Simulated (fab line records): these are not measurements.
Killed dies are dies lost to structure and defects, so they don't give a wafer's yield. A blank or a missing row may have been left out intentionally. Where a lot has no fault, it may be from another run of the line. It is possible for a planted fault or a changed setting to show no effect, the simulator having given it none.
Matching of chambers || flow nand_harc || rie_diel-06 running NHARC_A_CONTACT_ETCH_76: 4 sister chambers
The step etches the open film in N2/H2, target depth 260 nm, time 475.3 s. 4 wafers are shown with their chamber, then 7 later ones without.

EACH WAFER AND ITS CHAMBER
{"wafer": "L149.4", "chamber": 1, "showerhead_plenum_p_Torr (Torr)": 2.00}
{"wafer": "L153.5", "chamber": 3, "showerhead_plenum_p_Torr (Torr)": 1.92}
{"wafer": "L157.3", "chamber": 0, "showerhead_plenum_p_Torr (Torr)": 2.06}
{"wafer": "L157.4", "chamber": 2, "showerhead_plenum_p_Torr (Torr)": 2.15}

WAFERS WHOSE CHAMBER IS MISSING
{"wafer": "L157.5", "showerhead_plenum_p_Torr (Torr)": 2.15}
{"wafer": "L163.2", "showerhead_plenum_p_Torr (Torr)": 2.15}
{"wafer": "L163.3", "showerhead_plenum_p_Torr (Torr)": 1.99}
{"wafer": "L163.6", "showerhead_plenum_p_Torr (Torr)": 1.91}
{"wafer": "L165.2", "showerhead_plenum_p_Torr (Torr)": 2.06}
{"wafer": "L165.5", "showerhead_plenum_p_Torr (Torr)": 2.06}
{"wafer": "L165.6", "showerhead_plenum_p_Torr (Torr)": 1.99}

THE CHAMBER EACH PASSED THROUGH
{"wafer": "L157.5", "from the rows above": 2, "in truth": 2}
{"wafer": "L163.2", "from the rows above": 2, "in truth": 2}
{"wafer": "L163.3", "from the rows above": 1, "in truth": 1}
{"wafer": "L163.6", "from the rows above": 3, "in truth": 3}
{"wafer": "L165.2", "from the rows above": 0, "in truth": 0}
{"wafer": "L165.5", "from the rows above": 0, "in truth": 0}
{"wafer": "L165.6", "from the rows above": 1, "in truth": 1}
Correctly placed: 7 of 7. Number that these rows cannot place: 0. 0 placed wrongly.
How it was worked out, from the rows above alone: a wafer's distance from a chamber is the root of the sum, over the readings, of the square of ((its reading less the chamber's mean) divided by the reading's scatter). The wafer belongs to the nearest chamber; if the next one is less than 2 further off, it can't be placed. For every chamber, the mean is computed from those of its wafers that are shown. The scatter (one wafer shown for each chamber): square how far every hidden wafer sits from the nearest shown wafer, average those squares and take the square root.
